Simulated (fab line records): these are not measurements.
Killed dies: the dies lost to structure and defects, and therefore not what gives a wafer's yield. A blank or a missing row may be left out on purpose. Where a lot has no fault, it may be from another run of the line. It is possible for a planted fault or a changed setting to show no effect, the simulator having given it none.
Matching of chambers ; flow n5Finfet ; N5_BEOL_M10_ETCH_62 on rieDiel-02 has 4 sister chambers
The step etches SOC in N2/H2, target depth 110 nm, overetch 22 nm, time 165 s. 4 wafers are shown with their chamber, then 9 later ones without.

## WAFERS, EACH WITH ITS CHAMBER
wafer;chamber;drypumpMotorCurrentA (A)
L082.4;0;5.9
L087.5;1;5.0
L085.5;3;6.1
L085.6;2;6.1

## WAFERS WHOSE CHAMBER IS MISSING
wafer;drypumpMotorCurrentA (A)
L086.1;6.2
L086.2;6.1
L086.3;5.9
L095.3;6.2
L095.4;5.9
L095.5;6.2
L097.1;6.2
L097.2;6.1
L097.3;5.9

## CHAMBER TAKEN BY EACH
wafer;from the rows above;in truth
L086.1;can't be placed: 2 or 3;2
L086.2;can't be placed: 2 or 3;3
L086.3;0;0
L095.3;can't be placed: 2 or 3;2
L095.4;0;0
L095.5;can't be placed: 2 or 3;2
L097.1;can't be placed: 2 or 3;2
L097.2;can't be placed: 2 or 3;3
L097.3;0;0
Correct placement for 3 of the 9. Cannot be placed on the basis of these rows: 6; the candidates contain the true chamber in 6. Placed wrongly: 0.
How it was worked out, from the rows above alone: a wafer's distance from a chamber is the root of the sum, over the readings, of the square of ((its reading less the chamber's mean) divided by the reading's scatter). The wafer belongs to the nearest chamber; if the next one is less than 2 further off, it can't be placed. For every chamber, the mean is computed from those of its wafers that are shown. The scatter (one wafer shown for each chamber): square how far every hidden wafer sits from the nearest shown wafer, average those squares and take the square root.
